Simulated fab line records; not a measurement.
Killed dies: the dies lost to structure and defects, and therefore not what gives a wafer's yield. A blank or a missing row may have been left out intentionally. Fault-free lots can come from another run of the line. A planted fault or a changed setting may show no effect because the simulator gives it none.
Split-lot experiment || flow n5 finfet || 39 wafers read from 7 lots, route of 1938 steps

== ABOUT THE SPLIT ==
At N5_PMOS_HMC_CHANNEL_EPI_DEVELOP_08 (develop time 30 s), the setting develop time s was moved away from the recipe's 30 s on 18 of the 39 wafers read, by -37.2% to +59.5%. All remaining wafers had this setting at the recipe value.

Between the split and the reading, the file records no step.

== THE READING ==
At N5_PMOS_HMC_CHANNEL_EPI_CD_MEAS_09: cd nm in nanometres, against a target cd of 237.4 nm. On this fab line, fault-free wafers typically give 237.1 nm with a standard deviation of 0.99 nm.

{"wafer": "L074.1", "tool, chamber at the split": "litho track-03, 0", "develop time s as run, s": 18.83, "against the recipe": "-37.2%", "cd nm, nm": 234.2, "against lot-mates on the recipe": -3.4}
{"wafer": "L074.2", "tool, chamber at the split": "litho track-03, 0", "develop time s as run, s": 30, "against the recipe": "recipe", "cd nm, nm": 237.3, "against lot-mates on the recipe": "-"}
{"wafer": "L074.3", "tool, chamber at the split": "litho track-03, 0", "develop time s as run, s": 30, "against the recipe": "recipe", "cd nm, nm": 236.8, "against lot-mates on the recipe": "-"}
{"wafer": "L074.4", "tool, chamber at the split": "litho track-03, 0", "develop time s as run, s": 30, "against the recipe": "recipe", "cd nm, nm": 238.6, "against lot-mates on the recipe": "-"}
{"wafer": "L074.5", "tool, chamber at the split": "litho track-03, 0", "develop time s as run, s": 18.83, "against the recipe": "-37.2%", "cd nm, nm": 234.1, "against lot-mates on the recipe": -3.5}
{"wafer": "L074.6", "tool, chamber at the split": "litho track-03, 0", "develop time s as run, s": 18.83, "against the recipe": "-37.2%", "cd nm, nm": 233.7, "against lot-mates on the recipe": -3.9}
{"wafer": "L075.1", "tool, chamber at the split": "litho track-04, 0", "develop time s as run, s": 30, "against the recipe": "recipe", "cd nm, nm": 239.1, "against lot-mates on the recipe": "-"}
{"wafer": "L075.2", "tool, chamber at the split": "litho track-04, 0", "develop time s as run, s": 30, "against the recipe": "recipe", "cd nm, nm": 237.6, "against lot-mates on the recipe": "-"}
{"wafer": "L075.3", "tool, chamber at the split": "litho track-04, 0", "develop time s as run, s": 47.84, "against the recipe": "+59.5%", "cd nm, nm": 239.7, "against lot-mates on the recipe": "+1.7"}
{"wafer": "L075.4", "tool, chamber at the split": "litho track-04, 0", "develop time s as run, s": 30, "against the recipe": "recipe", "cd nm, nm": 237.4, "against lot-mates on the recipe": "-"}
{"wafer": "L075.5", "tool, chamber at the split": "litho track-04, 0", "develop time s as run, s": 47.84, "against the recipe": "+59.5%", "cd nm, nm": 241.1, "against lot-mates on the recipe": "+3.1"}
{"wafer": "L075.6", "tool, chamber at the split": "litho track-04, 0", "develop time s as run, s": 47.84, "against the recipe": "+59.5%", "cd nm, nm": 240.9, "against lot-mates on the recipe": "+2.9"}
{"wafer": "L076.1", "tool, chamber at the split": "litho track-04, 0", "develop time s as run, s": 41.39, "against the recipe": "+38.0%", "cd nm, nm": 240.6, "against lot-mates on the recipe": "+3.7"}
{"wafer": "L076.2", "tool, chamber at the split": "litho track-04, 0", "develop time s as run, s": 30, "against the recipe": "recipe", "cd nm, nm": 236.8, "against lot-mates on the recipe": "-"}
{"wafer": "L076.3", "tool, chamber at the split": "litho track-04, 0", "develop time s as run, s": 30, "against the recipe": "recipe", "cd nm, nm": 236.5, "against lot-mates on the recipe": "-"}
{"wafer": "L076.4", "tool, chamber at the split": "litho track-04, 0", "develop time s as run, s": 41.39, "against the recipe": "+38.0%", "cd nm, nm": 238.7, "against lot-mates on the recipe": "+1.8"}
{"wafer": "L076.5", "tool, chamber at the split": "litho track-04, 0", "develop time s as run, s": 30, "against the recipe": "recipe", "cd nm, nm": 237.5, "against lot-mates on the recipe": "-"}
{"wafer": "L076.6", "tool, chamber at the split": "litho track-04, 0", "develop time s as run, s": 41.39, "against the recipe": "+38.0%", "cd nm, nm": 239.0, "against lot-mates on the recipe": "+2.1"}
{"wafer": "L078.1", "tool, chamber at the split": "litho track-04, 0", "develop time s as run, s": 30, "against the recipe": "recipe", "cd nm, nm": 237.5, "against lot-mates on the recipe": "-"}
{"wafer": "L078.2", "tool, chamber at the split": "litho track-04, 0", "develop time s as run, s": 30, "against the recipe": "recipe", "cd nm, nm": 238.0, "against lot-mates on the recipe": "-"}
{"wafer": "L078.3", "tool, chamber at the split": "litho track-04, 0", "develop time s as run, s": 42.06, "against the recipe": "+40.2%", "cd nm, nm": 239.7, "against lot-mates on the recipe": "+2.4"}
{"wafer": "L078.4", "tool, chamber at the split": "litho track-04, 0", "develop time s as run, s": 30, "against the recipe": "recipe", "cd nm, nm": 236.4, "against lot-mates on the recipe": "-"}
{"wafer": "L078.5", "tool, chamber at the split": "litho track-04, 0", "develop time s as run, s": 42.06, "against the recipe": "+40.2%", "cd nm, nm": 239.1, "against lot-mates on the recipe": "+1.8"}
{"wafer": "L078.6", "tool, chamber at the split": "litho track-04, 0", "develop time s as run, s": 42.06, "against the recipe": "+40.2%", "cd nm, nm": 239.0, "against lot-mates on the recipe": "+1.7"}
{"wafer": "L086.3", "tool, chamber at the split": "litho track-01, 0", "develop time s as run, s": 30, "against the recipe": "recipe", "cd nm, nm": 234.3, "against lot-mates on the recipe": "-"}
{"wafer": "L086.5", "tool, chamber at the split": "litho track-01, 0", "develop time s as run, s": 30, "against the recipe": "recipe", "cd nm, nm": 236.1, "against lot-mates on the recipe": "-"}
{"wafer": "L086.6", "tool, chamber at the split": "litho track-01, 0", "develop time s as run, s": 30, "against the recipe": "recipe", "cd nm, nm": 235.8, "against lot-mates on the recipe": "-"}
{"wafer": "L092.1", "tool, chamber at the split": "litho track-03, 0", "develop time s as run, s": 30, "against the recipe": "recipe", "cd nm, nm": 236.8, "against lot-mates on the recipe": "-"}
{"wafer": "L092.2", "tool, chamber at the split": "litho track-03, 0", "develop time s as run, s": 20.82, "against the recipe": "-30.6%", "cd nm, nm": 233.9, "against lot-mates on the recipe": -2.5}
{"wafer": "L092.3", "tool, chamber at the split": "litho track-03, 0", "develop time s as run, s": 30, "against the recipe": "recipe", "cd nm, nm": 235.8, "against lot-mates on the recipe": "-"}
{"wafer": "L092.4", "tool, chamber at the split": "litho track-03, 0", "develop time s as run, s": 20.82, "against the recipe": "-30.6%", "cd nm, nm": 233.8, "against lot-mates on the recipe": -2.6}
{"wafer": "L092.5", "tool, chamber at the split": "litho track-03, 0", "develop time s as run, s": 20.82, "against the recipe": "-30.6%", "cd nm, nm": 233.7, "against lot-mates on the recipe": -2.7}
{"wafer": "L092.6", "tool, chamber at the split": "litho track-03, 0", "develop time s as run, s": 30, "against the recipe": "recipe", "cd nm, nm": 236.6, "against lot-mates on the recipe": "-"}
{"wafer": "L097.1", "tool, chamber at the split": "litho track-01, 0", "develop time s as run, s": 44.92, "against the recipe": "+49.7%", "cd nm, nm": 238.6, "against lot-mates on the recipe": "+2.2"}
{"wafer": "L097.2", "tool, chamber at the split": "litho track-01, 0", "develop time s as run, s": 30, "against the recipe": "recipe", "cd nm, nm": 236.6, "against lot-mates on the recipe": "-"}
{"wafer": "L097.3", "tool, chamber at the split": "litho track-01, 0", "develop time s as run, s": 30, "against the recipe": "recipe", "cd nm, nm": 236.2, "against lot-mates on the recipe": "-"}
{"wafer": "L097.4", "tool, chamber at the split": "litho track-01, 0", "develop time s as run, s": 44.92, "against the recipe": "+49.7%", "cd nm, nm": 238.2, "against lot-mates on the recipe": "+1.8"}
{"wafer": "L097.5", "tool, chamber at the split": "litho track-01, 0", "develop time s as run, s": 30, "against the recipe": "recipe", "cd nm, nm": 236.3, "against lot-mates on the recipe": "-"}
{"wafer": "L097.6", "tool, chamber at the split": "litho track-01, 0", "develop time s as run, s": 44.92, "against the recipe": "+49.7%", "cd nm, nm": 239.0, "against lot-mates on the recipe": "+2.6"}

THE FIT
A straight line over all 39 wafers: cd nm changes by +0.0642 nm for each +1% of develop time s; r = +0.89; the points scatter about the line by 0.96 nm.
The same after taking each lot's own level away (the mean of its wafers on the recipe; 39 wafers): +0.0602 nm for each +1%; r = +0.92; scatter 0.75 nm.
Per that fit: largest develop time s move, reading shift of 3.6 nm.
The span of the lots' own levels, 235.40 to 238.03 nm, comes to 2.7 times the standard deviation stated above.
The two slopes are in agreement: the lot-to-lot level therefore moves the slope only a little.
Check: for one of the wafers moved furthest among these (+59.5%), held out of the fit, the line's prediction against its lot-mates is +3.46 nm. Against them it came out at +1.67 nm.

== THE WHOLE CHAIN: every reading that the file lists as answering this split, in the file's order ==
{"step": "N5_PMOS_HMC_CHANNEL_EPI_CD_MEAS_09", "what it does": "target cd 237.4 nm", "reading": "cd nm", "change (the file's fit)": "+0.0567 nm for each +1% of the setting", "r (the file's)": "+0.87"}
{"step": "N5_PMOS_HMC_CHANNEL_EPI_DESCUM_14", "what it does": "chemistry O2, time 7.9 s", "reading": "PMOS_HMC_CHANNEL_EPI.cd nm (the simulator's own value, which no gauge read)", "change (the file's fit)": "+0.057 nm for each +1% of the setting", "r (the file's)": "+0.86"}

== FILE'S OWN FIT ==
cd nm changes by +0.0567 nm for each +1% of develop time s, r = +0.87.
